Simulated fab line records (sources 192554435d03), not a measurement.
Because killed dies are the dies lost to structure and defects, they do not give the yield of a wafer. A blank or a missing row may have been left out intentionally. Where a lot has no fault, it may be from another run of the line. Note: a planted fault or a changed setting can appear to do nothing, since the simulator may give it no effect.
Which tool did it?	flow n5-finfet	72 wafers from 24 lots sampled at 6 of the route's 1938 steps

WHAT THE GAUGES READ, wafer by wafer
N5_BEOL_M5_THK_MEAS_53: measures by xrf.
lot	measured	on	M5_THK (nm)
L074	day 8 12:51	film-metro-01	65.6 61.9 61.9
L075	day 9 04:14	film-metro-01	64.6 59.0 63.0
L077	day 9 07:28	film-metro-02	61.4 60.7 60.1
L076	day 9 11:52	film-metro-01	61.9 59.1 58.5
L078	day 9 13:07	film-metro-01	63.2 63.0 64.9
L079	day 9 21:45	film-metro-01	60.7 57.0 58.1
L080	day 10 00:02	film-metro-02	58.2 59.8 59.9
L082	day 10 11:40	film-metro-01	61.7 61.0 62.6
L081	day 10 12:37	film-metro-02	61.1 57.8 59.2
L083	day 11 05:34	film-metro-02	62.5 64.7 60.5
L084	day 10 22:36	film-metro-02	60.5 62.9 60.8
L085	day 11 14:04	film-metro-02	60.6 60.1 60.5
L087	day 12 03:05	film-metro-01	60.7 61.2 60.0
L086	day 12 10:20	film-metro-01	64.4 63.7 61.1
L088	day 12 07:38	film-metro-01	60.4 61.1 63.6
L089	day 12 15:35	film-metro-02	61.5 60.2 61.3
L092	day 12 20:34	film-metro-01	59.2 60.2 60.3
L090	day 12 20:50	film-metro-01	64.8 64.6 61.0
L091	day 13 01:09	film-metro-01	63.3 62.8 63.0
L093	day 13 13:53	film-metro-02	61.8 64.0 63.6
L094	day 14 05:13	film-metro-01	63.2 61.8 60.0
L095	day 14 08:14	film-metro-01	62.3 60.3 64.4
L096	day 14 09:01	film-metro-02	63.0 60.5 62.7
L097	day 14 12:52	film-metro-01	63.2 63.9 62.2

EACH LOT AND THE TOOL THAT RAN IT (in order: tool; ch and the chambers of the sampled wafers; start)
lot	N5_BEOL_M5_ETCH_68	N5_BEOL_M5_VIA_ETCH_34	N5_BEOL_M5_DEGAS_44	N5_BEOL_M5_SPUTTER_48	N5_BEOL_M5_SPUTTER_83
L074	rie-diel-03 ch 0,1,2, day 8 04:38	rie-diel-03 ch 0,1,2, day 8 04:44	pvd-sputter-03, day 8 07:01	pvd-sputter-03, day 8 07:41	pvd-sputter-03, day 8 09:52
L075	rie-diel-03 ch 1,2, day 8 19:33	rie-diel-03 ch 1,2, day 8 19:39	pvd-sputter-01, day 8 21:55	pvd-sputter-01, day 8 22:44	pvd-sputter-01, day 9 00:54
L077	rie-diel-04 ch 0,2,3, day 9 00:25	rie-diel-04 ch 0,2,3, day 9 00:31	pvd-sputter-03, day 9 01:25	pvd-sputter-03, day 9 02:18	pvd-sputter-03, day 9 04:29
L076	rie-diel-03 ch 1,2, day 9 02:56	rie-diel-03 ch 1,2, day 9 03:02	pvd-sputter-01, day 9 04:00	pvd-sputter-02, day 9 06:43	pvd-sputter-02, day 9 08:53
L078	rie-diel-05 ch 0,2,3, day 9 06:13	rie-diel-05 ch 0,2,3, day 9 06:19	pvd-sputter-03, day 9 07:07	pvd-sputter-03, day 9 07:58	pvd-sputter-03, day 9 10:08
L079	rie-diel-03 ch 0,3, day 9 14:57	rie-diel-03 ch 0,3, day 9 15:03	pvd-sputter-03, day 9 15:53	pvd-sputter-02, day 9 16:37	pvd-sputter-02, day 9 18:47
L080	rie-diel-05 ch 2,3, day 9 17:17	rie-diel-05 ch 2,3, day 9 17:23	pvd-sputter-03, day 9 18:13	pvd-sputter-03, day 9 18:53	pvd-sputter-03, day 9 21:03
L082	rie-diel-03 ch 0,2, day 10 04:58	rie-diel-03 ch 0,2, day 10 05:04	pvd-sputter-01, day 10 05:49	pvd-sputter-03, day 10 06:31	pvd-sputter-03, day 10 08:42
L081	rie-diel-03 ch 0,2,3, day 10 05:22	rie-diel-03 ch 0,2,3, day 10 05:28	pvd-sputter-03, day 10 06:26	pvd-sputter-02, day 10 07:28	pvd-sputter-02, day 10 09:38
L083	rie-diel-03 ch 0,1,3, day 10 14:04	rie-diel-03 ch 0,1,3, day 10 14:10	pvd-sputter-02, day 10 16:03	pvd-sputter-02, day 10 16:41	pvd-sputter-02, day 10 18:52
L084	rie-diel-03 ch 2,3, day 10 14:28	rie-diel-03 ch 2,3, day 10 14:34	pvd-sputter-01, day 10 16:28	pvd-sputter-01, day 10 17:28	pvd-sputter-01, day 10 19:38
L085	rie-diel-05 ch 0,2,3, day 11 07:02	rie-diel-05 ch 0,2,3, day 11 07:08	pvd-sputter-03, day 11 08:08	pvd-sputter-02, day 11 08:55	pvd-sputter-02, day 11 11:05
L087	rie-diel-05 ch 1,2,3, day 11 20:17	rie-diel-05 ch 1,2,3, day 11 20:23	pvd-sputter-03, day 11 21:19	pvd-sputter-01, day 11 21:56	pvd-sputter-01, day 12 00:07
L086	rie-diel-05 ch 1,2,3, day 11 20:40	rie-diel-05 ch 1,2,3, day 11 20:46	pvd-sputter-03, day 11 21:34	pvd-sputter-02, day 11 22:51	pvd-sputter-02, day 12 01:01
L088	rie-diel-05 ch 0,2,3, day 11 21:04	rie-diel-05 ch 0,2,3, day 11 21:10	pvd-sputter-03, day 11 21:55	pvd-sputter-03, day 12 02:07	pvd-sputter-03, day 12 04:28
L089	rie-diel-05 ch 1,2, day 12 08:34	rie-diel-05 ch 1,2, day 12 08:40	pvd-sputter-02, day 12 09:37	pvd-sputter-02, day 12 10:25	pvd-sputter-02, day 12 12:35
L092	rie-diel-03 ch 0,2, day 12 13:34	rie-diel-03 ch 0,2, day 12 13:40	pvd-sputter-03, day 12 14:37	pvd-sputter-02, day 12 15:17	pvd-sputter-02, day 12 17:28
L090	rie-diel-04 ch 1,3, day 12 13:38	rie-diel-04 ch 1,3, day 12 13:44	pvd-sputter-03, day 12 14:47	pvd-sputter-03, day 12 15:24	pvd-sputter-03, day 12 17:34
L091	rie-diel-05 ch 0,1,3, day 12 18:02	rie-diel-05 ch 0,1,3, day 12 18:08	pvd-sputter-01, day 12 19:25	pvd-sputter-02, day 12 20:01	pvd-sputter-02, day 12 22:11
L093	rie-diel-04 ch 0,1,3, day 13 06:45	rie-diel-04 ch 0,1,3, day 13 06:51	pvd-sputter-03, day 13 07:44	pvd-sputter-01, day 13 08:29	pvd-sputter-01, day 13 10:40
L094	rie-diel-03 ch 1,2,3, day 13 22:05	rie-diel-03 ch 1,2,3, day 13 22:11	pvd-sputter-01, day 13 23:01	pvd-sputter-03, day 14 00:05	pvd-sputter-03, day 14 02:15
L095	rie-diel-05 ch 0,2,3, day 14 01:23	rie-diel-05 ch 0,2,3, day 14 01:29	pvd-sputter-02, day 14 02:19	pvd-sputter-02, day 14 03:05	pvd-sputter-02, day 14 05:16
L096	rie-diel-05 ch 1,2, day 14 01:46	rie-diel-05 ch 1,2, day 14 01:52	pvd-sputter-02, day 14 02:49	pvd-sputter-01, day 14 03:52	pvd-sputter-01, day 14 06:02
L097	rie-diel-03 ch 1,3, day 14 04:05	rie-diel-03 ch 1,3, day 14 04:11	pvd-sputter-03, day 14 05:12	pvd-sputter-02, day 14 07:43	pvd-sputter-02, day 14 09:53
- N5_BEOL_M5_ETCH_68: etches SOC in N2/H2, target depth 80 nm, overetch 16 nm, time 120 s.
- N5_BEOL_M5_VIA_ETCH_34: etches SiCOH lowk in C4F6/O2, target depth 88.3 nm, time 39.2 s.
- N5_BEOL_M5_DEGAS_44: time 60 s.
- N5_BEOL_M5_SPUTTER_48: material Cu, target thk 15 nm, time 27.62 s.
- N5_BEOL_M5_SPUTTER_83: material Cu, target thk 15 nm, time 27.62 s.

WHAT THE TOOLS THEMSELVES READ (means of the sampled wafers that have a number; where no wafer has one, the mark that the record gives instead)
N5_BEOL_M5_ETCH_68.
lot	tool	chamber-pressure-mTorr (mTorr)	drypump-motor-current-A (A)	oes-product-au (a.u.)	rf-vpp-V (V)	showerhead-plenum-p-Torr (Torr)	temp-c (C)	throttle-valve-pct (%)
L074	rie-diel-03	30.015	5.5	0.62	523.9	2.56	40.06	17.99
L075	rie-diel-03	29.976	5.3	0.67	523.7	2.56	39.96	17.86
L077	rie-diel-04	30.003	5.6	0.63	523.4	2.54	39.95	17.77
L076	rie-diel-03	29.997	5.6	0.60	522.5	2.48	40.15	17.85
L078	rie-diel-05	29.991	5.7	0.63	523.1	2.53	39.88	17.77
L079	rie-diel-03	30.016	5.8	0.59	525.3	2.61	39.95	17.99
L080	rie-diel-05	30.007	5.7	0.59	525.2	2.54	40.03	17.97
L082	rie-diel-03	30.028	5.9	0.54	522.0	2.49	40.02	17.99
L081	rie-diel-03	29.990	5.9	0.58	524.8	2.54	40.13	17.86
L083	rie-diel-03	30.003	5.5	0.64	525.4	2.61	40.05	17.89
L084	rie-diel-03	30.021	6.0	0.58	522.2	2.46	40.03	17.72
L085	rie-diel-05	30.042	5.8	0.61	523.7	2.53	40.04	17.79
L087	rie-diel-05	29.991	5.6	0.57	523.5	2.49	39.92	17.81
L086	rie-diel-05	29.985	5.6	0.57	522.9	2.49	40.13	17.81
L088	rie-diel-05	29.985	5.8	0.62	523.4	2.52	40.00	17.81
L089	rie-diel-05	30.006	5.7	0.56	523.6	2.49	40.06	17.88
L092	rie-diel-03	30.016	5.9	0.54	524.9	2.56	40.06	18.16
L090	rie-diel-04	30.014	5.3	0.65	526.4	2.63	40.02	17.40
L091	rie-diel-05	30.008	5.7	0.61	522.6	2.48	40.01	17.62
L093	rie-diel-04	30.005	5.6	0.64	523.9	2.55	40.04	17.63
L094	rie-diel-03	30.004	5.6	0.69	526.6	2.62	40.14	17.64
L095	rie-diel-05	30.005	5.8	0.60	523.7	2.52	40.09	17.83
L096	rie-diel-05	30.021	5.7	0.55	523.8	2.49	39.92	17.91
L097	rie-diel-03	30.008	5.5	0.65	524.6	2.56	39.93	17.66

N5_BEOL_M5_VIA_ETCH_34.
lot	tool	C4F6_flow_sccm (sccm)	chamber-pressure-mTorr (mTorr)	drypump-motor-current-A (A)	oes-product-au (a.u.)	rf-vpp-V (V)	showerhead-plenum-p-Torr (Torr)	throttle-valve-pct (%)
L074	rie-diel-03	10.03	30.00	5.5	0.80	666	2.86	20.96
L075	rie-diel-03	9.99	29.99	5.2	0.88	669	2.85	20.80
L077	rie-diel-04	9.96	30.01	5.6	0.81	659	2.84	20.75
L076	rie-diel-03	10.02	29.99	5.6	0.78	674	2.78	20.86
L078	rie-diel-05	9.99	30.00	5.8	0.83	659	2.84	20.83
L079	rie-diel-03	9.98	30.03	5.8	0.77	665	2.93	21.14
L080	rie-diel-05	9.99	29.99	5.7	0.76	660	2.86	21.04
L082	rie-diel-03	9.99	30.05	5.9	0.70	670	2.79	21.04
L081	rie-diel-03	10.03	29.98	5.9	0.76	673	2.85	21.02
L083	rie-diel-03	10.01	29.98	5.5	0.84	667	2.92	20.97
L084	rie-diel-03	10.02	29.99	5.9	0.75	682	2.78	20.90
L085	rie-diel-05	9.98	30.00	5.8	0.80	658	2.83	20.86
L087	rie-diel-05	10.02	29.96	5.6	0.74	665	2.80	20.86
L086	rie-diel-05	10.01	30.01	5.6	0.75	664	2.80	20.85
L088	rie-diel-05	10.01	30.00	5.8	0.80	659	2.83	20.86
L089	rie-diel-05	10.05	30.00	5.7	0.73	674	2.79	20.89
L092	rie-diel-03	9.99	30.00	5.9	0.69	662	2.85	21.18
L090	rie-diel-04	9.99	29.99	5.3	0.85	677	2.95	20.53
L091	rie-diel-05	10.01	30.00	5.7	0.79	664	2.78	20.68
L093	rie-diel-04	9.97	30.01	5.6	0.84	668	2.85	20.72
L094	rie-diel-03	10.02	30.00	5.6	0.90	679	2.94	20.78
L095	rie-diel-05	10.01	30.00	5.7	0.79	658	2.83	20.89
L096	rie-diel-05	10.00	30.02	5.7	0.72	673	2.79	20.91
L097	rie-diel-03	9.98	30.01	5.5	0.85	677	2.90	20.88

N5_BEOL_M5_DEGAS_44.
lot	tool	heater-power-w (W)	susceptor-temp-C (C)
L074	pvd-sputter-03	298	250.23
L075	pvd-sputter-01	345	249.73
L077	pvd-sputter-03	303	250.05
L076	pvd-sputter-01	348	249.96
L078	pvd-sputter-03	284	249.96
L079	pvd-sputter-03	292	249.97
L080	pvd-sputter-03	290	250.01
L082	pvd-sputter-01	348	249.98
L081	pvd-sputter-03	286	250.10
L083	pvd-sputter-02	309	249.89
L084	pvd-sputter-01	353	249.94
L085	pvd-sputter-03	303	250.19
L087	pvd-sputter-03	303	249.95
L086	pvd-sputter-03	293	250.04
L088	pvd-sputter-03	302	249.96
L089	pvd-sputter-02	310	249.94
L092	pvd-sputter-03	301	249.85
L090	pvd-sputter-03	292	250.09
L091	pvd-sputter-01	348	250.19
L093	pvd-sputter-03	295	249.90
L094	pvd-sputter-01	349	250.00
L095	pvd-sputter-02	296	249.94
L096	pvd-sputter-02	326	249.86
L097	pvd-sputter-03	294	250.05

N5_BEOL_M5_SPUTTER_48.
lot	tool	susceptor-temp-C (C)	throttle-valve-pct (%)
L074	pvd-sputter-03	-19.96	29.6
L075	pvd-sputter-01	-19.97	30.7
L077	pvd-sputter-03	-19.94	29.7
L076	pvd-sputter-02	-20.03	28.5
L078	pvd-sputter-03	-19.95	29.6
L079	pvd-sputter-02	-19.93	29.1
L080	pvd-sputter-03	-19.82	29.5
L082	pvd-sputter-03	-19.92	29.3
L081	pvd-sputter-02	-20.06	29.0
L083	pvd-sputter-02	-19.95	29.2
L084	pvd-sputter-01	-20.02	31.0
L085	pvd-sputter-02	-20.04	28.9
L087	pvd-sputter-01	-19.93	30.6
L086	pvd-sputter-02	-19.93	28.9
L088	pvd-sputter-03	-20.05	30.4
L089	pvd-sputter-02	-19.96	28.8
L092	pvd-sputter-02	-20.02	29.6
L090	pvd-sputter-03	-19.94	30.1
L091	pvd-sputter-02	-20.04	29.2
L093	pvd-sputter-01	-20.10	31.1
L094	pvd-sputter-03	-20.02	29.9
L095	pvd-sputter-02	-19.99	28.9
L096	pvd-sputter-01	-19.95	30.0
L097	pvd-sputter-02	-20.02	29.5

N5_BEOL_M5_SPUTTER_83.
lot	tool	susceptor-temp-C (C)	throttle-valve-pct (%)
L074	pvd-sputter-03	-19.91	29.8
L075	pvd-sputter-01	-20.02	30.7
L077	pvd-sputter-03	-20.09	29.7
L076	pvd-sputter-02	-19.88	28.6
L078	pvd-sputter-03	-19.97	29.7
L079	pvd-sputter-02	-19.95	29.0
L080	pvd-sputter-03	-19.95	29.6
L082	pvd-sputter-03	-20.10	29.1
L081	pvd-sputter-02	-20.11	29.0
L083	pvd-sputter-02	-19.88	29.2
L084	pvd-sputter-01	-20.01	31.1
L085	pvd-sputter-02	-20.02	29.1
L087	pvd-sputter-01	-20.02	30.7
L086	pvd-sputter-02	-20.10	29.1
L088	pvd-sputter-03	-19.98	30.4
L089	pvd-sputter-02	-19.97	28.8
L092	pvd-sputter-02	-20.07	29.4
L090	pvd-sputter-03	-20.05	30.0
L091	pvd-sputter-02	-20.01	29.4
L093	pvd-sputter-01	-20.11	31.1
L094	pvd-sputter-03	-19.99	29.9
L095	pvd-sputter-02	-20.02	29.1
L096	pvd-sputter-01	-19.98	30.0
L097	pvd-sputter-02	-20.13	29.2

THE ANSWER, worked out from the rows above alone
Rule: usual is defined by the lots themselves. Put in order of their means at a reading, lots are off if they are a third of the lots or fewer, leave a main group of 4 or more, and stand apart from it by a gap of 3 or more times the standard deviation of the main group's means; of several such gaps the widest counts. The tables above print the reading to a certain number of digits; a main group whose means all agree to those digits is not used. A lot without any number at a reading at which 4 lots or more have one is off too. All remaining lots with rows at the step are treated as sound. The gauges are gone through in route order, then the tools' own readings, and for those a lot's mean is taken as printed above. At the first step where some lot is off, the reading lying furthest off is the one used; lots without a number count as furthest.
No lot is off on any of the readings shown, so nothing can be concluded from this.

WHAT THE SIMULATOR HAD PUT IN
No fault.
